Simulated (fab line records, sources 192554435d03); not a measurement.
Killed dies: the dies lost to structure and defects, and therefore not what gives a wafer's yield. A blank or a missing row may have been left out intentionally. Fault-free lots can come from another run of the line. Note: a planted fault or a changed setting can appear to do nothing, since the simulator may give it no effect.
fab line records	flow n5-finfet
[record] lots = 6	wafers = 18	last-day = 18
route steps=1938 shown SDB@374 DUMMY_REMOVAL@377 HKMG_FIN@385
lots that met no fault: taken from a fault-free run of the same line
start-h: the number of hours between the record's first day and the start of the first shown wafer of the lot	wait-h: hours since the lot's step before	" as in the row above	L1.1+2: one row covering several wafers at once	- no value present, or no start provided	* or withheld: withheld	< > ~ a bound
route shown NAME@n: names a module that has steps shown in the file, with the first one's number in the route	usual: average and standard deviation across the fault-free wafers	same: alike in all rows	chamber/n: place in a boat	sites: per-site readings	_std_site: the values' standard deviation	_edge_site: outer sites' mean less inner sites'	radius-mm: for every site, how far away it sits from the centre of the wafer	mask NAME#n: copy n	behind: tool/chamber where the wafer was last shaped	hold: the reason the lot was held/the length of the hold in hours/how it ended	device: whichever transistor did not switch (one of n, p or np)	end of line: tests run on the same wafers once the route is complete	a step without rows: its recipe alone	killed: dies lost to structure and defects at the first sort, not the wafer's yield	map: a wafer's dies, marking killed ones x, the rest . and places with no die _
set.NAME: the setting the step ran with; set.NAME@STEP: the setting that earlier step ran with	model.NAME: the simulator's own value behind a step, which no gauge read
certain route steps with their lots: each step a table, each wafer a row
services: when a tool's chamber went out of use (start-h, in hours from the record's first day, below 0 if earlier), for how many hours, and the reason
[[steps]]
[step N5_SDB_CMP_30]
[recipe] stop-on = poly-Si	t-overpolish-s = 1.54	post-cmp-clean = alkaline-brush	down-force-psi = 4.1491	platen-rpm = 51.796	pad-velocity-m-s = 1.0306	target-thk-nm = 30
[step N5_SDB_THK_MEAS_31]
[recipe] reads = a-Si_of_DUMMY_GATE_CVD_03
[usual] SDB_THK = 64.7/1.2
lot.wafer	tool	chamber	start-h	wait-h	SDB_THK[nm]
L257.2	film-metro-02	-	73.30	-	64.9
L257.4	"	-	"	"	63.6
L257.6	"	-	"	"	64.2
L260.2	film-metro-02	-	87.43	-	65.2
L260.3	"	-	"	"	63.8
L260.5	"	-	"	"	64.4
L271.1	film-metro-01	-	156.77	-	63.5
L271.5	"	-	"	"	64.7
L271.6	"	-	"	"	64.3
L272.2	film-metro-01	-	164.60	-	63.2
L272.3	"	-	"	"	66.3
L272.5	"	-	"	"	63.6
L276.1	film-metro-01	-	186.08	-	65.7
L276.5	"	-	"	"	65.6
L276.6	"	-	"	"	63.8
L279.3	film-metro-02	-	203.01	-	65.9
L279.4	"	-	"	"	64.3
L279.6	"	-	"	"	65.9
[step N5_SDB_INSPECT_36]
[recipe] inspect-instrument = darkfield	mode = post-cmp
[usual] raw-defect-count = 37/17
lot.wafer	tool	chamber	start-h	wait-h	raw-defect-count
L257.2	defect-inspect-01	-	73.32	0.0	23
L257.4	"	-	"	"	19
L257.6	"	-	"	"	29
L260.2	defect-inspect-02	-	87.45	0.0	103
L260.3	"	-	"	"	36
L260.5	"	-	"	"	45
L271.1	defect-inspect-02	-	156.80	0.0	18
L271.5	"	-	"	"	37
L271.6	"	-	"	"	61
L272.2	defect-inspect-02	-	164.62	0.0	29
L272.3	"	-	"	"	29
L272.5	"	-	"	"	28
L276.1	defect-inspect-01	-	186.10	0.0	20
L276.5	"	-	"	"	50
L276.6	"	-	"	"	49
L279.3	defect-inspect-02	-	203.04	0.0	31
L279.4	"	-	"	"	53
L279.6	"	-	"	"	27
[step N5_DUMMY_REMOVAL_HM_STRIP_01]
[recipe] chemistry = CH3F/O2	material = SiNx	target-depth-a = 40	stop-on = poly-Si	time-s = 6.8	over-etch-frac = 0.3	ion-energy-ev = 60	power-w = 410	bias-w = 29	Ar_flow_sccm = 150	CH3F_flow_sccm = 30	O2_flow_sccm = 20
[step N5_DUMMY_REMOVAL_STRIP_10]
[recipe] chemistry = N2/H2	time-s = 40	power-w = 100	temp-c = 40	pressure-mtorr = 100	rf-frequency-hz = 6e+07	bias-power-w = 3	n2-flow-sccm = 300	h2-flow-sccm = 300
[step N5_DUMMY_REMOVAL_PRECLEAN_07]
[recipe] chemistry = dHF	time-s = 30	temp-c = 25	dilution = withheld
[step N5_DUMMY_REMOVAL_DUMMY_REMOVE_02]
[recipe] chemistry = TMAH	temp-c = 70	target = poly-Si	stop-on = SiO2	target-depth-nm = 142	conc-wt-pct = 5	time-s = 57	dry = ipa-marangoni	rinse-time-s = 30	rinse-temp-c = 23
[step N5_DUMMY_REMOVAL_INSPECT_06]
[recipe] inspect-instrument = brightfield	mode = aei
[usual] raw-defect-count = 12/5.6
lot.wafer	tool	chamber	start-h	wait-h	raw-defect-count
L257.2	defect-inspect-01	-	73.56	0.0	12
L257.4	"	-	"	"	11
L257.6	"	-	"	"	22
L260.2	defect-inspect-01	-	87.68	0.0	8
L260.3	"	-	"	"	14
L260.5	"	-	"	"	12
L271.1	defect-inspect-02	-	157.03	0.0	17
L271.5	"	-	"	"	8
L271.6	"	-	"	"	19
L272.2	defect-inspect-01	-	164.86	0.0	9
L272.3	"	-	"	"	5
L272.5	"	-	"	"	13
L276.1	defect-inspect-02	-	186.44	0.0	8
L276.5	"	-	"	"	18
L276.6	"	-	"	"	16
L279.3	defect-inspect-01	-	203.36	0.0	16
L279.4	"	-	"	"	18
L279.6	"	-	"	"	16
[step N5_DUMMY_REMOVAL_PRECLEAN_08]
[recipe] chemistry = NF3:NH3	afs-cycles = 2	temp-c = 30	time-s = 20	sublimation-temp-c = 180	sublimation-time-s = 60	pressure-torr = 3	rf-power-w = 30
[step N5_DUMMY_REMOVAL_PRECLEAN_04]
[recipe] chemistry = DHF	time-s = 37	temp-c = 25	dilution = 500:1
[step N5_DUMMY_REMOVAL_SRD_05]
[recipe] dry = ipa-marangoni	do-ppb = 5	time-s = 30	temp-c = 23	rinse-liquid = diw
[step N5_HKMG_FIN_IL_REGROW_00]
[recipe] material = SiO2	target-thk-a = 7.5	chemistry = O3	temp-c = withheld	time-s = 30
[step N5_HKMG_FIN_HK_ALD_01]
[recipe] material = HfO2	target-thk-a = 16	temp-c = withheld	ald-precursor-family = HfCl4	ald-co-reactant = H2O	pulse-time-s = 3	purge-time-s = 3	co-reactant-purge-time-s = 2.5	co-reactant-pulse-time-s = 0.3	ald-cycles = 30
[usual] ald-cycles = 30/0	precursor-pulse-height-rel = 0.999/0.02
[same] co-reactant-pulse-time-s = 0.3	purge-time-s = 3
lot.wafer	tool	chamber	start-h	wait-h	ald-cycles	precursor-pulse-height-rel
L257.2	ald-hk-03	1	73.91	0.0	30	1.048
L257.4	"	3	"	"	30	0.978
L257.6	"	1	"	"	30	0.961
L260.2	ald-hk-01	2	88.04	0.0	30	0.997
L260.3	"	1	"	"	30	0.998
L260.5	"	0	"	"	30	1.026
L271.1	ald-hk-01	2	157.39	0.0	33	1.011
L271.5	"	0	"	"	33	0.983
L271.6	"	3	"	"	30	1.001
L272.2	ald-hk-01	3	165.23	0.0	30	0.985
L272.3	"	1	"	"	30	1.023
L272.5	"	2	"	"	33	1.002
L276.1	ald-hk-02	2	186.80	0.0	30	0.974
L276.5	"	2	"	"	30	0.988
L276.6	"	1	"	"	30	1.019
L279.3	ald-hk-02	1	203.76	0.1	30	1.004
L279.4	"	2	"	"	30	1.004
L279.6	"	3	"	"	30	0.973
[step N5_HKMG_FIN_HK_ANNEAL_02]
[recipe] temp-c = 700	time-s = 30	ambient = N2	idle-temp-c = 600	ramp-up-c-per-s = 150	ramp-down-c-per-s = 60	cool-to-c = 600
[usual] lamp-power-pct = 8.80/0.055	lamp_zone_7_pct = 9.193/0.0099	wafer_temp_C_max = 703.0/0.71
[same] time-s = 30
lot.wafer	tool	chamber	start-h	wait-h	lamp-power-pct	lamp_zone_7_pct	wafer_temp_C_max
L257.2	rtp-anneal-02	0	74.27	0.3	8.73	9.187	704.0
L257.4	"	0	"	"	8.80	9.202	701.8
L257.6	"	0	"	"	8.77	9.187	704.2
L260.2	rtp-anneal-01	0	88.26	0.1	8.84	9.186	704.1
L260.3	"	0	"	"	8.76	9.186	702.1
L260.5	"	0	"	"	8.67	9.201	704.4
L271.1	rtp-anneal-01	0	157.58	0.1	8.81	9.205	702.8
L271.5	"	0	"	"	8.89	9.182	703.9
L271.6	"	0	"	"	8.83	9.191	703.1
L272.2	rtp-anneal-02	0	165.51	0.2	8.72	9.189	703.5
L272.3	"	0	"	"	8.87	9.177	702.1
L272.5	"	0	"	"	8.90	9.189	702.5
L276.1	rtp-anneal-02	0	186.99	0.1	8.72	9.186	704.7
L276.5	"	0	"	"	8.74	9.204	703.0
L276.6	"	0	"	"	8.82	9.185	703.6
L279.3	rtp-anneal-02	0	204.16	0.2	8.77	9.197	702.6
L279.4	"	0	"	"	8.80	9.186	703.1
L279.6	"	0	"	"	8.80	9.194	704.1
[step N5_HKMG_FIN_ALD_74]
[recipe] material = La2O3	target-thk-a = 5	temp-c = 250	ald-precursor-family = La-Cp	ald-co-reactant = O3	pulse-time-s = 6	co-reactant-pulse-time-s = 1	purge-time-s = 3	co-reactant-purge-time-s = 3
[usual] heater-power-w = 364/45	precursor-pulse-height-rel = 0.998/0.02
[same] co-reactant-pulse-time-s = 1	purge-time-s = 3
lot.wafer	tool	chamber	start-h	wait-h	heater-power-w	precursor-pulse-height-rel
L257.2	ald-hk-01	0	74.45	0.2	309	0.981
L257.4	"	2	"	"	377	1.020
L257.6	"	2	"	"	371	1.022
L260.2	ald-hk-03	3	88.44	0.2	381	1.027
L260.3	"	2	"	"	398	0.989
L260.5	"	2	"	"	377	0.981
L271.1	ald-hk-03	1	157.79	0.2	424	1.026
L271.5	"	2	"	"	390	0.991
L271.6	"	1	"	"	446	0.974
L272.2	ald-hk-02	1	165.69	0.2	351	0.974
L272.3	"	2	"	"	326	1.031
L272.5	"	1	"	"	352	1.002
L276.1	ald-hk-01	2	187.22	0.2	379	0.961
L276.5	"	2	"	"	362	1.042
L276.6	"	1	"	"	301	0.997
L279.3	ald-hk-01	2	204.31	0.1	372	0.991
L279.4	"	3	"	"	291	1.021
L279.6	"	2	"	"	361	1.003
[step N5_HKMG_FIN_ALD_75]
[recipe] material = Al2O3	target-thk-a = 10	temp-c = 150	ald-precursor-family = TMA	ald-co-reactant = H2O	pulse-time-s = withheld	co-reactant-pulse-time-s = 1
[step N5_HKMG_FIN_COAT_41]
[recipe] resist = SOC	temp-c = 250	time-s = 60	spin-rpm = 1500	resist-thk-nm = 300
[step N5_HKMG_FIN_COAT_42]
[recipe] resist = SiARC	temp-c = 220	time-s = 60	spin-rpm = 1500	resist-thk-nm = 35
[step N5_HKMG_FIN_COAT_43]
[recipe] resist = CAR-ArF	spin-rpm = 1500	resist-thk-nm = 90
[step N5_HKMG_FIN_EBR_45]
[recipe] solvent = PGMEA	ebr-width-mm = 1.5
[step N5_HKMG_FIN_SOFTBAKE_44]
[recipe] temp-c = 110	time-s = 60	resist = CAR-ArF
[step N5_HKMG_FIN_EXPOSE_46]
[recipe] mask-id = NDIPOLE	na = 1.35	source-shape = conventional	sigma-outer = 0.8	polarization = unpolarized	dose-mj = 40
[step N5_HKMG_FIN_PEB_47]
[recipe] peb-temp-c = withheld	peb-time-s = 60	resist = CAR-ArF
[step N5_HKMG_FIN_DEVELOP_48]
[recipe] develop-time-s = 30	developer = TMAH	resist = CAR-ArF	rinse-liquid = diw	dry = air-spin	dev-temp-c = 23
[step N5_HKMG_FIN_CD_MEAS_49]
[recipe] target-cd-nm = 202	landing-energy-ev = 500	detector = se-inlens	polarity = opening
[usual] cd-nm = 202.2/0.66
[same] landing-energy-ev = 500
lot.wafer	tool	chamber	start-h	wait-h	cd-nm
L257.2	cd-sem-02	0	75.00	-	202.3
L257.4	"	0	"	"	201.8
L257.6	"	0	"	"	202.8
L260.2	cd-sem-03	0	88.99	-	202.6
L260.3	"	0	"	"	202.8
L260.5	"	0	"	"	201.8
L271.1	cd-sem-03	0	158.33	-	201.4
L271.5	"	0	"	"	202.1
L271.6	"	0	"	"	202.3
L272.2	cd-sem-03	0	166.24	-	202.3
L272.3	"	0	"	"	202.6
L272.5	"	0	"	"	201.9
L276.1	cd-sem-03	0	187.76	-	202.0
L276.5	"	0	"	"	201.3
L276.6	"	0	"	"	202.2
L279.3	cd-sem-03	0	204.74	-	201.7
L279.4	"	0	"	"	201.3
L279.6	"	0	"	"	202.8
[step N5_HKMG_FIN_OVL_MEAS_50]
[recipe] points-per-wafer = 44
[usual] NDIPOLE_OVL = 0.4/0.74
[same] points-per-wafer = 44
lot.wafer	tool	chamber	start-h	wait-h	NDIPOLE_OVL[nm]
L257.2	overlay-02	0	75.03	0.0	0.6
L257.4	"	0	"	"	1.5
L257.6	"	0	"	"	1.2
L260.2	overlay-02	0	89.02	0.0	-0.3
L260.3	"	0	"	"	0.4
L260.5	"	0	"	"	0.6
L271.1	overlay-01	0	158.36	0.0	0.8
L271.5	"	0	"	"	0.3
L271.6	"	0	"	"	0.1
L272.2	overlay-01	0	166.27	0.0	0.7
L272.3	"	0	"	"	1.3
L272.5	"	0	"	"	0.9
L276.1	overlay-02	0	187.79	0.0	0.4
L276.5	"	0	"	"	0.5
L276.6	"	0	"	"	0.5
L279.3	overlay-01	0	204.76	0.0	-0.4
L279.4	"	0	"	"	0.0
L279.6	"	0	"	"	0.1
[step N5_HKMG_FIN_INSPECT_61]
[recipe] mode = adi	inspect-instrument = macro
[usual] raw-defect-count = 1.9/1.3
lot.wafer	tool	chamber	start-h	wait-h	raw-defect-count
L257.2	defect-inspect-01	-	75.05	0.0	4
L257.4	"	-	"	"	1
L257.6	"	-	"	"	3
L260.2	defect-inspect-01	-	89.04	0.0	0
L260.3	"	-	"	"	4
L260.5	"	-	"	"	1
L271.1	defect-inspect-01	-	158.39	0.0	1
L271.5	"	-	"	"	2
L271.6	"	-	"	"	2
L272.2	defect-inspect-02	-	166.29	0.0	4
L272.3	"	-	"	"	1
L272.5	"	-	"	"	3
L276.1	defect-inspect-01	-	187.82	0.0	1
L276.5	"	-	"	"	2
L276.6	"	-	"	"	1
L279.3	defect-inspect-01	-	204.79	0.0	1
L279.4	"	-	"	"	1
L279.6	"	-	"	"	0
[step N5_HKMG_FIN_DESCUM_53]
[recipe] chemistry = O2	time-s = 7.9	source-power-w = 50	bias-power-w = 20	pressure-mtorr = 20	rf-frequency-hz = 2.712e+07	temp-c = 40	resist = CAR-ArF	o2-flow-sccm = 225
[usual] drypump-motor-current-A = 5.5/0.39	oes-product-au = 0.76/0.057	rf-vpp-V = 243.2/1.4	showerhead-plenum-p-Torr = 2.09/0.075	throttle-valve-pct = 20.57/0.27
[same] time-s = 7.9
lot.wafer	tool	chamber	start-h	wait-h	drypump-motor-current-A	oes-product-au	rf-hours-counter-h	rf-vpp-V	showerhead-plenum-p-Torr	throttle-valve-pct
L257.2	rie-diel-02	2	75.28	0.2	5.3	0.74	168	242.9	2.00	20.88
L257.4	"	0	"	"	6.1	0.82	118	243.9	2.02	20.21
L257.6	"	0	"	"	6.2	0.81	-	240.7	2.02	20.22
L260.2	rie-diel-02	0	89.07	0.0	6.1	0.79	124	243.4	2.01	20.22
L260.3	"	2	"	"	5.3	0.73	174	241.4	2.00	20.88
L260.5	"	2	"	"	5.3	0.73	-	241.8	2.00	20.87
L271.1	rie-diel-01	2	158.58	0.2	5.7	0.81	91	245.4	2.12	20.59
L271.5	"	1	"	"	5.8	0.94	-	244.3	2.12	20.24
L271.6	"	2	"	"	5.6	0.82	-	243.0	2.12	20.60
L272.2	rie-diel-06	3	166.32	0.0	5.9	0.76	161	241.5	2.00	20.45
L272.3	"	0	"	"	5.3	0.71	197	244.8	2.18	20.93
L272.5	"	0	"	"	5.2	0.71	-	243.3	2.18	20.93
L276.1	rie-diel-06	0	187.85	0.0	5.2	0.70	207	244.6	2.18	20.96
L276.5	"	0	"	"	5.2	0.71	-	244.9	2.18	20.94
L276.6	"	2	"	"	5.1	0.69	-	242.1	2.14	20.40
L279.3	rie-diel-01	3	204.82	0.0	5.7	0.74	195	244.2	2.07	20.59
L279.4	"	0	"	"	5.8	0.83	80	243.0	2.11	20.52
L279.6	"	2	"	"	5.7	0.80	-	244.0	2.11	20.61
[step N5_HKMG_FIN_ETCH_54]
[recipe] chemistry = CF4	target = SiARC	target-depth-a = 455	mask-material = CAR-ArF	time-s = 75.8	ion-energy-ev = 80	pressure-mtorr = 40	source-w = 545	bias-w = 36	Ar_flow_sccm = 100	cf4-flow-sccm = 100	ends = cleared
[step N5_HKMG_FIN_ETCH_55]
[recipe] chemistry = N2/H2	target = SOC	target-depth-a = 2400	temp-c = 40	time-s = 300	ion-energy-ev = 200	mask-material = SiARC	pressure-mtorr = 30	source-w = 840	bias-w = 150	n2-flow-sccm = 200	h2-flow-sccm = 200
[step N5_HKMG_FIN_STRIP_56]
[recipe] chemistry = N2/H2	temp-c = 40	n2-flow-sccm = 200	h2-flow-sccm = 200	rf-frequency-hz = 6e+07
[step N5_HKMG_FIN_STRIP_57]
[recipe] chemistry = CF4	resist = SiARC	power-w = 300	bias-power-w = 75	pressure-mtorr = 50	cf4-flow-sccm = 150	rf-frequency-hz = 6e+07
[step N5_HKMG_FIN_ETCH_58]
[recipe] chemistry = N2/H2	target = SOC	target-depth-a = 2158	ion-energy-ev = 50	bias-w = 13	time-s = 741	pressure-mtorr = 30	source-w = 875	n2-flow-sccm = 200	h2-flow-sccm = 200
[usual] drypump-motor-current-A = 5.5/0.39	oes-product-au = 0.76/0.053	rf-vpp-V = 99.2/0.97	showerhead-plenum-p-Torr = 2.54/0.087	throttle-valve-pct = 17.94/0.23
[same] time-s = 741
lot.wafer	tool	chamber	start-h	wait-h	drypump-motor-current-A	oes-product-au	rf-hours-counter-h	rf-vpp-V	showerhead-plenum-p-Torr	throttle-valve-pct
L257.2	rie-diel-02	2	75.58	0.0	5.3	0.75	168	98.0	2.42	18.15
L257.4	"	0	"	"	6.1	0.80	119	97.4	2.45	17.65
L257.6	"	0	"	"	6.2	0.80	-	98.4	2.45	17.64
L260.2	rie-diel-02	0	89.37	0.0	6.2	0.80	125	100.6	2.45	17.67
L260.3	"	2	"	"	5.3	0.74	174	99.2	2.41	18.18
L260.5	"	2	"	"	5.3	0.74	-	99.7	2.41	18.17
L271.1	rie-diel-01	2	158.89	0.0	5.7	0.81	92	99.6	2.57	17.99
L271.5	"	1	"	"	5.8	0.92	-	98.4	2.58	17.50
L271.6	"	2	"	"	5.7	0.80	-	100.6	2.57	18.00
L272.2	rie-diel-06	3	166.62	0.0	5.9	0.76	161	99.4	2.45	18.04
L272.3	"	0	"	"	5.2	0.71	197	98.6	2.62	18.03
L272.5	"	0	"	"	5.2	0.72	-	99.3	2.62	18.02
L276.1	rie-diel-06	0	188.15	0.0	5.2	0.71	207	99.7	2.62	18.04
L276.5	"	0	"	"	5.2	0.70	-	99.4	2.62	18.05
L276.6	"	2	"	"	5.1	0.70	-	99.2	2.62	17.89
L279.3	rie-diel-01	3	205.12	0.0	5.7	0.74	195	99.1	2.52	17.98
L279.4	"	0	"	"	5.7	0.82	80	99.9	2.57	17.88
L279.6	"	2	"	"	5.7	0.79	-	98.6	2.56	18.01
[step N5_HKMG_FIN_STRIP_93]
[recipe] chemistry = N2/H2	material = SOC	time-s = 20	power-w = 500	temp-c = 40	pressure-mtorr = 50	rf-frequency-hz = 6e+07	bias-power-w = 8	h2-frac = 0.5	n2-flow-sccm = 300	h2-flow-sccm = 300
[step N5_HKMG_FIN_WET_ETCH_76]
[recipe] chemistry = dNH4OH	mix = 1:50	temp-c = 25	target = Al2O3	stop-on = La2O3	target-depth-nm = 2.25	dry = ipa-marangoni	rinse-time-s = 30	rinse-temp-c = 23
[step N5_HKMG_FIN_STRIP_60]
[recipe] chemistry = N2/H2	power-w = 2500	temp-c = 300	h2-frac = 0.65	time-s = 360	pressure-mtorr = withheld	n2-flow-sccm = 1750	h2-flow-sccm = 3250
[step N5_HKMG_FIN_WET_ETCH_77]
[recipe] chemistry = dHCl	mix = 1:10000	temp-c = 25	target = La2O3	stop-on = HfO2	target-depth-nm = 2
[step N5_HKMG_FIN_WET_ETCH_78]
[recipe] chemistry = dNH4OH	mix = 1:50	temp-c = 25	target = Al2O3	stop-on = La2O3	target-depth-nm = 4.5	dry = ipa-marangoni	rinse-time-s = 30	rinse-temp-c = 23
[step N5_HKMG_FIN_ALD_79]
[recipe] material = TiN	target-thk-a = 15	temp-c = 400	ald-precursor-family = TiCl4	ald-co-reactant = NH3	pulse-time-s = 1	purge-time-s = 3	co-reactant-purge-time-s = 2	co-reactant-pulse-time-s = 2	ald-cycles = 68	pressure-torr = 3
[usual] ald-cycles = 68/0	heater-power-w = 885/110	precursor-pulse-height-rel = 0.999/0.02
[same] co-reactant-pulse-time-s = 2	purge-time-s = 3
lot.wafer	tool	chamber	start-h	wait-h	ald-cycles	heater-power-w	precursor-pulse-height-rel
L257.2	ald-metal-01	3	76.65	0.0	68	899	0.998
L257.4	"	2	"	"	68	898	0.964
L257.6	"	3	"	"	68	902	1.020
L260.2	ald-metal-04	3	90.44	0.0	68	866	0.988
L260.3	"	0	"	"	68	967	1.011
L260.5	"	0	"	"	68	1007	0.999
L271.1	ald-metal-04	1	159.95	0.0	68	934	1.004
L271.5	"	2	"	"	68	1123	0.963
L271.6	"	1	"	"	68	913	0.994
L272.2	ald-metal-01	0	167.70	0.0	68	729	0.970
L272.3	"	1	"	"	68	769	1.018
L272.5	"	2	"	"	68	928	0.990
L276.1	ald-metal-04	3	189.22	0.0	68	846	1.023
L276.5	"	2	"	"	68	1142	1.014
L276.6	"	1	"	"	68	926	1.031
L279.3	ald-metal-01	2	206.19	0.0	68	927	0.998
L279.4	"	3	"	"	68	899	0.978
L279.6	"	3	"	"	68	896	0.996
[step N5_HKMG_FIN_CVD_62]
[recipe] material = a-Si	target-thk-a = 30	temp-c = 500	precursor = Si2H6	pressure-torr = 1	time-s = 20.8
[step N5_HKMG_FIN_RTA_80]
[recipe] temp-c = withheld	time-s = 2	ambient = N2	idle-temp-c = 600	ramp-up-c-per-s = 150	ramp-down-c-per-s = 60	cool-to-c = 600
[step N5_HKMG_FIN_PRECLEAN_64]
[recipe] chemistry = dHF	time-s = 30	temp-c = 25	dilution = withheld
[step N5_HKMG_FIN_THK_MEAS_70]
[recipe] thk-meas-gauge = xrf	reads = HfO2_of_HKMG_FIN_HK_ALD_01
[usual] HK_THK = 1.613/0.019
lot.wafer	tool	chamber	start-h	wait-h	HK_THK[nm]
L257.2	film-metro-02	-	77.70	0.2	1.576
L257.4	"	-	"	"	1.582
L257.6	"	-	"	"	1.606
L260.2	film-metro-01	-	91.49	0.2	1.621
L260.3	"	-	"	"	1.607
L260.5	"	-	"	"	1.624
L271.1	film-metro-02	-	161.28	0.2	1.776
L271.5	"	-	"	"	1.766
L271.6	"	-	"	"	1.600
L272.2	film-metro-01	-	168.80	0.2	1.596
L272.3	"	-	"	"	1.621
L272.5	"	-	"	"	1.758
L276.1	film-metro-01	-	190.27	0.2	1.618
L276.5	"	-	"	"	1.608
L276.6	"	-	"	"	1.600
L279.3	film-metro-02	-	207.24	0.2	1.579
L279.4	"	-	"	"	1.610
L279.6	"	-	"	"	1.597
[[services]]
tool	chamber	start-h	hours	kind
rie-diel-01	1	72.25	-	clean
rie-diel-01	1	72.25	-	consumable-replace:esc
rie-diel-01	1	72.25	-	consumable-replace:focus-ring
rie-diel-01	1	72.25	27.6	scheduled-down
rie-diel-01	1	72.25	27.6	vent-cycle
ald-metal-04	-	74.98	1.2	pm
rie-diel-01	2	84.59	4.7	repair
rie-diel-02	0	92.12	4.1	repair
rie-diel-06	3	93.50	2.2	repair
ald-metal-01	1	102.83	12.1	repair
rie-diel-06	1	144.17	-	clean
rie-diel-06	1	144.17	-	consumable-replace:focus-ring
rie-diel-06	1	144.17	14.5	scheduled-down
rie-diel-06	1	144.17	14.5	vent-cycle
ald-hk-02	-	159.25	1.0	repair
ald-hk-02	-	172.69	0.7	repair
rie-diel-02	2	173.19	5.9	repair
rie-diel-06	1	176.21	35.1	repair
rie-diel-02	-	182.74	0.5	repair
ald-metal-04	-	185.82	0.5	repair
rie-diel-02	2	192.53	6.0	repair
[[key]]
[first-sign] step = N5_HKMG_FIN_HK_ALD_01	reading = ald-cycles	direction = up	sigmas = 99+	usual = *	struck = *
[effect] step = N5_HKMG_FIN_THK_MEAS_70	reading = HK_THK	direction = up	sigmas = 8	usual = 1.613	struck = 1.767
met-at N5_HKMG_FIN_HK_ALD_01
struck-wafers L271.1,L271.5,L272.5
tester-left-out L271,L272
onset-between 88.04 157.39
[fault] kind = process-parameter-drift	tool = ald-hk-01	chamber = -	onset-h = 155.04	steps = N5_HKMG_FIN_HK_ALD_01	channel = ald-cycles	offset = *	shape = step	end-h = 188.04	scope = struck-wafers-only	acts-in = *	stated = *
// tester-left-out: of these lots the tester's yield and bins aren't shown, on N5 and GAA mostly nor the transistor test; their killed dies are dies lost to structure and defects alone, not to doping, threshold or leakage, so they don't give the yield
